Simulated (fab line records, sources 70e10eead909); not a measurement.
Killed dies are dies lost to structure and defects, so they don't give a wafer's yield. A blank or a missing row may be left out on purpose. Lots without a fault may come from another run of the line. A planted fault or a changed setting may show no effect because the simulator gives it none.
fab line records | flow nand_harc
record lots=11 wafers=33 last_day=33
route steps=1302 shown A_SLIT@938 A_WL_FILL@952
lots that met no fault: from a run of the same line without faults
start_h: hours from the record's first day to the start of the lot's first wafer shown | wait_h: hours since the lot's step before | " the same as in the row above | L1.1+2: a row that stands for several wafers | - no value, or no start given | * or withheld: withheld | < > ~ a bound
route shown NAME@n: a module of which the file shows steps, and the number in the route of the first | usual: mean/standard deviation of fault-free wafers | same: alike in all rows | chamber/n: place in a boat | sites: the reading at each site | _std_site: their standard deviation | _edge_site: outer sites' mean less inner sites' | radius_mm: how far each site lies from the wafer's centre | mask NAME#n: copy n | behind: the tool/chamber that last shaped the wafer | hold: why the lot was held/for how many hours/how that ended | device: the transistor (n, p or np) that didn't switch | end of line: the same wafers' tests at the end of the route | a step without rows: its recipe alone | killed: dies lost to structure and defects at the first sort, not the wafer's yield | map: a wafer's dies, x killed, . not, _ none there
set.NAME: the setting as run; set.NAME@STEP: as run at that earlier step | model.NAME: the simulator's own value behind a step, which no gauge read
steps of the route over a sample of lots; a table a step, a row a wafer
services: from which hour (start_h, from the record's first day; less than 0 if before it) a tool's chamber was out of use, for how many hours, and why
## steps
# step NHARC_A_SLIT_ETCH_15
# recipe target_depth_a=62000 over_etch_frac=0.3 time_s=1612 ion_energy_ev=150 o2_flow_sccm=400 cos_flow_sccm=20 ar_flow_sccm=0 rf_w=500 bias_w=300 chemistry=O2/COS
# usual drypump_motor_current_A=5.6/0.58 oes_product_au=0.999/0.012 rf_vpp_V=313.6/2.3 showerhead_plenum_p_Torr=3.09/0.14 throttle_valve_pct=28.329/0.0092
# columns lot.wafer tool chamber start_h wait_h drypump_motor_current_A oes_product_au rf_hours_counter_h rf_vpp_V showerhead_plenum_p_Torr throttle_valve_pct
L511.3 rie_diel-03 1 - - 5.3 0.985 0 311.7 2.97 28.325
L511.4 " 0 " " 5.5 0.996 0 315.2 3.09 28.324
L511.5 " 1 " " 5.3 0.987 - 312.3 2.97 28.333
L512.4 rie_diel-03 2 - - 6.4 1.014 1 312.2 2.98 28.345
L512.3 " 3 " " 5.0 1.030 1 310.7 2.95 28.325
L512.5 " 1 " " 5.3 0.989 - 311.6 2.97 28.328
L514.3 rie_diel-12 2 - - 6.2 1.000 3 317.9 3.29 28.328
L514.2 " 3 " " 5.7 0.992 3 313.3 3.12 28.326
L514.4 " 1 " " 5.8 0.989 1 312.4 3.01 28.330
L517.2 rie_diel-02 2 - - 5.7 1.010 6 312.4 3.06 28.340
L517.3 " 3 " " 4.8 0.992 5 313.0 2.94 28.336
L517.6 " 1 " " 4.8 0.990 - 311.3 2.98 28.336
L522.2 rie_diel-03 0 - - 5.5 1.014 5 313.2 3.09 28.327
L522.1 " 1 " " 5.3 0.984 6 312.5 2.97 28.346
L522.5 " 0 " " 5.5 1.016 - 313.6 3.09 28.330
L524.2 rie_diel-02 3 - - 4.8 1.006 0 311.6 2.94 28.338
L524.4 " 2 " " 5.8 1.014 0 312.8 3.06 28.330
L524.6 " 0 " " 5.8 1.000 - 318.3 3.34 28.339
L523.3 rie_diel-02 2 - - 5.8 1.010 1 313.0 3.06 28.309
L523.4 " 0 " " 5.9 0.998 1 316.8 3.34 28.360
L523.5 " 3 " " 4.8 1.015 - 313.5 2.94 28.327
L530.2 rie_diel-03 0 - - 5.6 1.000 0 314.6 3.09 28.317
L530.1 " 1 " " 5.3 0.984 0 311.5 2.97 28.338
L530.5 " 3 " " 5.0 1.006 - 311.6 2.95 28.345
L531.4 rie_diel-02 1 - - 4.8 0.998 6 311.6 2.97 28.321
L531.2 " 2 " " 5.8 1.012 8 314.2 3.06 28.328
L531.3 " 3 " " 4.8 1.010 8 309.5 2.93 28.335
L532.2 rie_diel-02 3 - - 4.8 0.999 8 310.6 2.93 28.336
L532.3 " 0 " " 5.9 0.990 8 316.9 3.34 28.323
L532.5 " 3 " " 4.8 1.001 - 310.8 2.93 28.341
L533.2 rie_diel-03 2 - - 6.4 0.988 2 311.5 2.98 28.331
L533.3 " 3 " " 5.0 1.013 3 312.4 2.95 28.336
L533.1 " 0 " " 5.5 0.993 3 314.1 3.09 28.332
# step NHARC_A_SLIT_ETCH_26
# recipe bias_v=400 source_w=2000 pressure_mtorr=25 time_s=90 ar_flow_sccm=375 c4f8_flow_sccm=41.7 o2_flow_sccm=83.3 target_depth_a=4000 chemistry=C4F8/O2/Ar
# usual c4f8_flow_sccm=41.72/0.12 drypump_motor_current_A=6.2/0.38 showerhead_plenum_p_Torr=3.69/0.12 throttle_valve_pct=27.620/0.0089
# columns lot.wafer tool chamber start_h wait_h c4f8_flow_sccm drypump_motor_current_A rf_hours_counter_h showerhead_plenum_p_Torr throttle_valve_pct
L511.3 har_etch-01 1 477.34 1.9 41.82 6.5 - 3.60 27.617
L511.4 " 0 " " 41.84 6.4 - 3.68 27.606
L511.5 " 1 " " 41.66 6.6 - 3.60 27.622
L512.4 har_etch-02 1 484.17 1.8 41.48 6.0 - 3.72 27.636
L512.3 " 0 " " 41.61 5.6 - 3.92 27.616
L512.5 " 1 " " 41.61 6.0 - 3.72 27.622
L514.2 har_etch-02 1 491.77 2.5 41.56 5.9 61 3.72 27.632
L514.4 " 0 " " 41.66 5.5 - 3.92 27.606
L514.3 " 1 " " 41.57 5.9 - 3.72 27.628
L517.2 har_etch-01 1 519.80 2.4 41.41 6.5 286 3.59 27.601
L517.3 " 1 " " 41.44 6.5 - 3.59 27.630
L517.6 " 1 " " 41.60 6.5 - 3.59 27.612
L522.1 har_etch-02 0 564.00 3.0 41.80 5.5 99 3.90 27.618
L522.2 " 1 " " 41.72 5.9 99 3.69 27.620
L522.5 " 1 " " 41.83 5.9 - 3.69 27.615
L524.2 har_etch-02 1 590.07 3.0 41.77 5.9 118 3.68 27.607
L524.4 " 1 " " 41.91 6.0 - 3.68 27.636
L524.6 " 1 " " 41.73 6.0 - 3.68 27.616
L523.4 har_etch-01 0 593.13 1.9 41.78 6.3 - 3.64 27.615
L523.3 " 1 " " 41.84 6.6 - 3.56 27.621
L523.5 " 1 " " 41.79 6.6 - 3.56 27.623
L530.1 har_etch-01 1 659.46 3.0 41.85 6.5 369 3.54 27.625
L530.2 " 0 " " 41.53 6.4 369 3.62 27.621
L530.5 " 1 " " 41.84 6.6 - 3.54 27.617
L531.2 har_etch-02 0 676.62 3.0 41.94 5.6 164 3.86 27.612
L531.4 " 0 " " 41.84 5.6 - 3.86 27.628
L531.3 " 1 " " 41.80 5.9 - 3.66 27.626
L532.2 har_etch-01 1 678.33 2.4 41.54 6.5 377 3.54 27.612
L532.3 " 1 " " 41.60 6.5 - 3.54 27.615
L532.5 " 1 " " 41.66 6.5 - 3.54 27.625
L533.1 har_etch-01 0 690.66 3.0 41.68 6.4 388 3.61 27.602
L533.2 " 1 " " 41.70 6.6 388 3.53 27.627
L533.3 " 1 " " 41.63 6.5 - 3.53 27.607
# step NHARC_A_WL_FILL_ALD_00
# recipe target_thk_a=30 pulse_time_s=3 ald_cycles=30 temp_c=300 material=Al2O3
# usual ald_cycles=30/0 heater_power_w=441/34 precursor_pulse_height_rel=1.001/0.019
# columns lot.wafer tool chamber start_h wait_h ald_cycles heater_power_w precursor_pulse_height_rel
L511.3 ald_hk-04 0 485.54 0.2 30 446 0.986
L511.4 " 1 " " 30 425 0.976
L511.5 " 2 " " 30 427 1.019
L512.4 ald_hk-02 1 494.61 2.5 30 467 1.043
L512.3 " 2 " " 30 390 1.027
L512.5 " 1 " " 30 476 1.013
L514.3 ald_hk-04 1 499.84 0.1 30 405 0.989
L514.4 " 2 " " 30 442 0.987
L514.2 " 3 " " 30 451 1.031
L517.3 ald_hk-04 0 527.90 0.1 30 428 0.969
L517.2 " 1 " " 30 423 0.969
L517.6 " 3 " " 30 438 1.007
L522.2 ald_hk-02 2 572.29 0.1 27 373 0.977
L522.1 " 3 " " 27 438 1.030
L522.5 " 3 " " 27 431 0.966
L524.2 ald_hk-02 0 597.46 0.2 27 453 1.010
L524.4 " 1 " " 27 485 1.030
L524.6 " 3 " " 27 437 1.035
L523.3 ald_hk-02 1 602.07 0.1 27 476 0.966
L523.4 " 2 " " 27 374 1.023
L523.5 " 0 " " 27 449 0.970
L530.1 ald_hk-02 1 667.64 0.1 30 481 0.985
L530.2 " 2 " " 30 377 1.006
L530.5 " 3 " " 30 443 0.995
L531.4 ald_hk-04 3 684.73 0.1 30 427 0.975
L531.3 " 0 " " 30 461 0.995
L531.2 " 1 " " 30 443 0.998
L532.2 ald_hk-02 2 686.45 0.1 30 377 1.012
L532.3 " 1 " " 30 480 1.026
L532.5 " 3 " " 30 439 1.007
L533.3 ald_hk-02 0 698.73 0.1 30 448 0.990
L533.2 " 2 " " 30 373 0.995
L533.1 " 3 " " 30 432 0.992
# step NHARC_A_WL_FILL_ETCHBACK_04
# recipe target_depth_a=600 time_s=120 chemistry=NF3
# usual drypump_motor_current_A=5.6/0.31 oes_product_au=0.995/0.012 run_length_s=141.2/0.36
# columns lot.wafer tool chamber start_h wait_h drypump_motor_current_A oes_product_au rf_hours_counter_h run_length_s
L511.3 rie_metal-02 0 486.97 0.2 5.7 0.998 - 141.1
L511.4 " 1 " " 6.0 1.006 - 141.1
L511.5 " 0 " " 5.7 0.993 - 141.3
L512.3 rie_metal-01 0 496.27 0.4 5.5 1.002 - 141.2
L512.4 " 1 " " 4.9 0.989 - 140.8
L512.5 " 0 " " 5.5 1.006 - 141.5
L514.2 rie_metal-03 0 501.13 0.3 5.5 0.968 2.9 141.1
L514.4 " 0 " " 5.6 0.974 - 141.1
L514.3 " 1 " " 5.8 1.009 - 141.7
L517.2 rie_metal-03 0 529.14 0.3 5.5 1.002 0.0 140.9
L517.3 " 0 " " 5.5 0.995 - 141.0
L517.6 " 0 " " 5.5 1.004 - 141.1
L522.1 rie_metal-02 1 573.57 0.3 6.0 0.976 1.6 124.4
L522.2 " 0 " " 5.7 0.993 2.1 125.0
L522.5 " 1 " " 6.0 0.987 - 124.1
L524.2 rie_metal-03 1 598.86 0.4 5.9 0.995 1.1 141.8
L524.4 " 0 " " 5.6 0.991 - 141.0
L524.6 " 0 " " 5.6 0.990 - 140.9
L523.3 rie_metal-02 0 603.39 0.3 5.7 0.999 - 124.7
L523.4 " 1 " " 6.0 0.981 - 124.3
L523.5 " 0 " " 5.7 1.001 - 125.0
L530.1 rie_metal-03 0 668.87 0.3 5.6 0.998 2.3 140.7
L530.2 " 0 " " 5.6 0.999 - 140.7
L530.5 " 0 " " 5.6 1.003 - 140.9
L531.2 rie_metal-03 1 686.39 0.3 5.8 1.002 2.3 141.4
L531.4 " 0 " " 5.6 1.005 - 140.9
L531.3 " 1 " " 5.9 1.001 - 141.4
L532.2 rie_metal-02 1 687.77 0.3 6.0 0.999 0.6 140.8
L532.3 " 0 " " 5.7 0.969 - 141.2
L532.5 " 1 " " 6.0 0.999 - 141.1
L533.2 rie_metal-01 0 700.01 0.3 5.5 0.997 1.9 141.9
L533.1 " 1 " " 5.0 1.012 1.9 140.8
L533.3 " 0 " " 5.5 0.997 - 141.7
# step NHARC_A_WL_FILL_ETCHBACK_05
# recipe target_depth_a=220 time_s=60 temp_c=40 chemistry=Cl2/BCl3
# usual drypump_motor_current_A=5.6/0.31 oes_product_au=0.994/0.012 run_length_s=81.2/0.35
# columns lot.wafer tool chamber start_h wait_h drypump_motor_current_A oes_product_au rf_hours_counter_h run_length_s
L511.4 rie_metal-02 0 487.17 0.1 5.7 0.991 - 81.5
L511.3 " 1 " " 6.0 0.988 - 80.6
L511.5 " 0 " " 5.7 0.984 - 81.6
L512.3 rie_metal-01 0 496.55 0.2 5.5 1.005 - 81.9
L512.4 " 1 " " 5.0 0.986 - 80.9
L512.5 " 1 " " 4.9 0.978 - 81.0
L514.2 rie_metal-03 0 501.37 0.2 5.6 0.964 3.0 80.9
L514.3 " 0 " " 5.5 0.975 - 80.7
L514.4 " 1 " " 5.9 1.011 - 81.3
L517.2 rie_metal-03 1 529.40 0.2 5.8 0.997 0.1 81.7
L517.3 " 1 " " 5.9 0.994 - 81.8
L517.6 " 1 " " 5.8 0.987 - 81.3
L522.1 rie_metal-02 1 573.81 0.2 6.0 0.994 1.7 81.2
L522.2 " 0 " " 5.7 0.988 2.2 81.8
L522.5 " 0 " " 5.7 0.992 - 81.0
L524.2 rie_metal-03 0 599.07 0.2 5.6 0.988 1.2 80.9
L524.4 " 1 " " 5.8 0.988 - 81.7
L524.6 " 0 " " 5.6 0.993 - 81.2
L523.3 rie_metal-02 0 603.59 0.2 5.7 1.008 - 81.3
L523.4 " 1 " " 6.0 0.995 - 80.7
L523.5 " 1 " " 6.0 1.000 - 80.6
L530.1 rie_metal-03 0 669.31 0.4 5.6 1.003 2.6 80.7
L530.2 " 0 " " 5.6 0.997 - 81.3
L530.5 " 0 " " 5.6 0.984 - 81.2
L531.2 rie_metal-03 1 686.61 0.2 5.8 0.998 2.5 81.6
L531.3 " 0 " " 5.6 0.989 - 80.7
L531.4 " 1 " " 5.8 0.999 - 81.5
L532.2 rie_metal-02 0 687.98 0.2 5.7 0.977 0.7 81.0
L532.3 " 0 " " 5.7 0.975 - 81.7
L532.5 " 1 " " 6.0 0.998 - 80.8
L533.1 rie_metal-01 1 700.25 0.2 5.0 1.008 2.1 81.1
L533.2 " 0 " " 5.5 0.990 2.1 81.4
L533.3 " 0 " " 5.5 0.997 - 81.3
## services
# columns tool chamber start_h hours kind
rie_diel-03 0 448.87 6.7 repair
rie_metal-02 - 454.00 9.0 pm
rie_diel-03 - 458.30 9.0 pm
rie_metal-03 - 519.00 9.0 pm
rie_metal-03 0 519.00 9.0 vent_cycle
rie_metal-03 1 519.00 9.0 vent_cycle
ald_hk-02 - 526.11 10.0 pm
rie_diel-12 3 530.82 7.2 repair
rie_metal-02 1 564.12 2.2 repair
rie_diel-02 - 570.70 9.0 pm
rie_metal-01 - 575.00 9.0 pm
rie_diel-03 3 575.24 11.4 repair
rie_metal-02 0 594.30 2.6 repair
rie_diel-03 0 602.78 9.4 repair
rie_metal-02 - 607.18 14.9 repair
ald_hk-04 - 612.02 10.0 pm
rie_diel-12 - 622.40 9.0 pm
rie_diel-02 1 630.49 7.7 repair
rie_metal-02 - 631.00 9.0 pm
rie_diel-03 - 635.30 9.0 pm
rie_metal-03 1 666.54 7.5 repair
rie_metal-03 - 670.65 0.5 repair
har_etch-02 - 679.69 18.6 repair
rie_metal-03 - 696.00 9.0 pm
## key
first_sign step=NHARC_A_WL_FILL_ALD_00 reading=ald_cycles direction=down sigmas=99+ usual=30 struck=27
effect step=NHARC_A_WL_FILL_ETCHBACK_04 reading=run_length_s direction=down sigmas=31 usual=* struck=* wafers_moved=6
met_at NHARC_A_WL_FILL_ALD_00,NHARC_A_WL_FILL_ETCHBACK_04
struck_lots L522,L523,L524
tester_left_out L522,L523,L524
not_acting_at NHARC_A_SLIT_ETCH_15,NHARC_A_SLIT_ETCH_26,NHARC_A_WL_FILL_ETCHBACK_05
onset_between 494.61 572.29
fault kind=process_parameter_drift tool=ald_hk-02 chamber=- onset_h=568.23 steps=NHARC_A_WL_FILL_ALD_00 channel=ald_cycles offset=-3 shape=step end_h=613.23 acts_in=these_recipes_only stated=30
fault kind=process_parameter_drift tool=rie_metal-02 chamber=- onset_h=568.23 steps=NHARC_A_WL_FILL_ETCHBACK_04 channel=time_s offset=* shape=step end_h=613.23 acts_in=* stated=*
# tester_left_out: of these lots the tester's yield and bins aren't shown, on N5 and GAA mostly nor the transistor test; their killed dies are dies lost to structure and defects alone, not to doping, threshold or leakage, so they don't give the yield
